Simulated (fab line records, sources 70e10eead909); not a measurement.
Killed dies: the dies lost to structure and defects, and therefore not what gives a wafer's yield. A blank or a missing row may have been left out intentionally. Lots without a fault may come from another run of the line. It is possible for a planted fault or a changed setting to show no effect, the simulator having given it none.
Problem report, 8D (eight disciplines) form, completed by code :: flow nand harc :: the parts of the form that need people (team, actions taken, sign-off) are left out

== 1. PROBLEM STATEMENT ==
NHARC_END_SORT_01, killed dies: mean 677 over 1 wafer from 1 lot; wafers with no fault: 63, standard deviation 20. Relative to the usual mean, that is a shift of +31 standard deviations.
First observed at day 30 01:08: wafer L997.6, on prober-02. The record holds 3 wafers of 1 lot with a number at this step. The rule behind "out" and "out of limits": a value lying over 4 standard deviations away from the usual mean. Any other wafer with a number is counted as sound.

== 2. WHAT IT IS, WHAT IT ISN'T ==
question: which readings at this step
is: killed dies, killed at array
is not: killed at other, killed at periphery, killed open, killed short

question: which lots
is: L997
is not: -

question: which wafers of those lots
is: L997.6
is not: L997.1, L997.5

question: read on which gauges
is: prober-02
is not: -

question: when
is: from day 30 01:08
is not: up to then (2 sound wafers)

== 3. WHAT RULES OUT EACH SUSPECT ==
Counting: if a tool at a process step up to the reading ran every lot that is out, it stays a suspect. Sound lots after the first of them don't rule it out here, since some wafers of a struck lot are sound.
- the gauge at NHARC_END_SORT_01 has been ruled out. All the wafers that are out were read on prober-02, but those of them that NHARC_A_STAIRCASE_ETCH_197 has rows for are out there too, on other tools.
- rie diel-08 at NHARC_A_STAIRCASE_ETCH_27 (etches the open film in C4F8/O2, target depth 100 nm, time 40.5 s): kept. It ran the lot that is out, L997 (day 21 17:16). With no start given for some of its lots, NHARC_A_STAIRCASE_ETCH_27 uses the hours and lot order of NHARC_A_STAIRCASE_STRIP_175.
- plasma asher-02 at NHARC_A_STAIRCASE_STRIP_175 (strips in O2): kept. It ran the lot that is out, L997 (day 21 17:16).
- rie diel-05 at NHARC_A_STAIRCASE_ETCH_197 (etches the open film in C4F8/O2, target depth 100 nm, time 40.5 s): kept. It ran the lot that is out, L997 (day 21 20:23). Its own oes product au readings are out on those wafers.
- rie diel-05 at NHARC_A_STAIRCASE_TRIM_198 (chemistry O2, time 211.2 s): kept. It ran the lot that is out, L997 (day 29 21:09). With no start given for some of its lots, NHARC_A_STAIRCASE_TRIM_198 uses the hours and lot order of NHARC_END_SORT_01.
- At NHARC_A_STAIRCASE_ETCH_197, inside rie diel-05: chamber 0 took the wafers that are out, while their sound lot-mates went through chambers 1, 3.
- At NHARC_A_STAIRCASE_TRIM_198, inside rie diel-05: chamber 1 took the wafers that are out, while their sound lot-mates went through chambers 0, 2.
Left after counting: rie diel-08 at NHARC_A_STAIRCASE_ETCH_27, plasma asher-02 at NHARC_A_STAIRCASE_STRIP_175, rie diel-05 at NHARC_A_STAIRCASE_ETCH_197, rie diel-05 at NHARC_A_STAIRCASE_TRIM_198.

== 4. THE CAUSE (what the simulator had put in) ==
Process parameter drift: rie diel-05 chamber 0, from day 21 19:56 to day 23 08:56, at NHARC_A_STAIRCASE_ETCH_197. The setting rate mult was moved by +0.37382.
This tool is one of the 4 suspects left after counting.

== 5. SEQUENCE OF EFFECTS, ordered by route ==
Each row: a reading where the mean over the struck wafers with a number is more than 3 standard deviations away from the usual. Only readings for which the record gives a usual standard deviation are gone through. hours: the time from each lot's start at the first step in this table that gives one to its start at this step, as a median over the lots. sigmas: the change in usual standard deviations.
hours: 0
step: NHARC_A_STAIRCASE_ETCH_197
reading: oes product au
usual: 0.949 a.u.
on struck wafers: 1.157
change: +0.208
sigmas: +15

hours: 197
step: NHARC_END_SORT_01
reading: killed at array
usual: 59
on struck wafers: 672
change: +613
sigmas: +31

hours: 197
step: NHARC_END_SORT_01
reading: killed dies
usual: 63
on struck wafers: 677
change: +614
sigmas: +31
Process steps it contains:
- NHARC_A_STAIRCASE_ETCH_197: etches the open film in C4F8/O2, target depth 100 nm, time 40.5 s.

== 6. WHAT WOULD HAVE CAUGHT IT SOONER ==
The first out-of-limits reading at a measuring or inspecting step in this record came at day 30 01:08, 197 hours after the fault's start at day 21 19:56.
Tool's own readings at NHARC_A_STAIRCASE_ETCH_197, oes product au: out on all struck wafers the step has rows for; an alarm limit on them would have tripped on the first.
By day 30 01:08, every lot that is out (1) had started NHARC_A_STAIRCASE_ETCH_197 on rie diel-05. Had the tool been put on hold then, not one of them would have been saved.
